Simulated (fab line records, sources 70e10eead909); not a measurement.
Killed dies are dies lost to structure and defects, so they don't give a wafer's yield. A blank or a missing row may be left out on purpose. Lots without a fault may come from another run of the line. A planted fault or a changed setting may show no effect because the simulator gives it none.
Chamber matching | flow nand_harc | NHARC_A_CHANNEL_FILL_D1_ALD_16 on ald_hk-04: 4 sister chambers
The step deposits SiO2, target thk 1.5 nm, pulse time 10 s, ald cycles 15. 27 wafers are shown with their chamber, then 12 later ones without.

WAFERS WITH THEIR CHAMBER
wafer  | chamber | heater_power_w (W) | precursor_pulse_height_rel
L074.2 | 3       | 461                | 1.001
L074.3 | 1       | 494                | 1.016
L074.5 | 3       | 452                | 1.024
L077.3 | 1       | 494                | 1.008
L077.4 | 3       | 449                | 1.005
L077.5 | 0       | 507                | 0.990
L078.1 | 2       | 577                | 0.992
L078.3 | 3       | 445                | 1.005
L078.5 | 0       | 475                | 1.001
L082.1 | 2       | 550                | 0.973
L082.2 | 3       | 460                | 0.960
L082.4 | 0       | 457                | 0.969
L084.2 | 1       | 508                | 0.999
L084.4 | 3       | 453                | 0.990
L084.6 | 0       | 458                | 0.995
L087.2 | 1       | 517                | 1.001
L087.4 | 0       | 462                | 1.007
L087.5 | 0       | 472                | 1.011
L089.3 | 2       | 581                | 0.994
L089.5 | 2       | 573                | 0.997
L089.6 | 3       | 448                | 1.031
L090.1 | 3       | 460                | 0.997
L090.3 | 1       | 488                | 0.995
L090.4 | 0       | 457                | 1.006
L091.1 | 1       | 499                | 0.992
L091.2 | 3       | 465                | 1.006
L091.6 | 3       | 449                | 0.976

SIGNATURES (means of the wafers above)
reading                    | chamber 0 | chamber 1 | chamber 2 | chamber 3 | scatter within a chamber
heater_power_w             | 469.71    | 500.00    | 570.25    | 454.20    | 12.3
precursor_pulse_height_rel | 0.99700   | 1.00183   | 0.98900   | 0.99950   | 0.016
Rule: a wafer's distance from a chamber is the root of the sum, over the readings, of the square of ((its reading less the chamber's mean) divided by the reading's scatter). The wafer belongs to the nearest chamber; if the next one is less than 2 further off, it can't be placed. The scatter: the root of (the sum of the squares of (reading less its chamber's mean) over the shown wafers, divided by (wafers less chambers)).

WAFERS WITHOUT THEIR CHAMBER
wafer  | heater_power_w (W) | precursor_pulse_height_rel
L092.1 | 469                | 0.984
L092.4 | 501                | 0.971
L092.6 | 563                | 0.977
L094.1 | 452                | 1.003
L094.2 | 500                | 1.009
L094.6 | 502                | 1.000
L096.2 | 460                | 1.019
L096.3 | 568                | 0.995
L096.5 | 467                | 0.976
L097.3 | 581                | 0.982
L097.4 | 496                | 1.013
L097.6 | 505                | 1.002

WHICH CHAMBER EACH WENT THROUGH
wafer  | from the rows above          | in truth
L092.1 | can't be placed: 0 or 3 or 1 | 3
L092.4 | can't be placed: 1 or 0      | 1
L092.6 | 2                            | 2
L094.1 | can't be placed: 3 or 0      | 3
L094.2 | 1                            | 1
L094.6 | 1                            | 1
L096.2 | can't be placed: 3 or 0      | 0
L096.3 | 2                            | 2
L096.5 | can't be placed: 0 or 3 or 1 | 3
L097.3 | 2                            | 2
L097.4 | can't be placed: 1 or 0      | 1
L097.6 | 1                            | 1
Placed correctly: 6 of 12. Can't be placed from these rows: 6 (the true chamber is among the candidates in 6). Placed wrongly: 0.
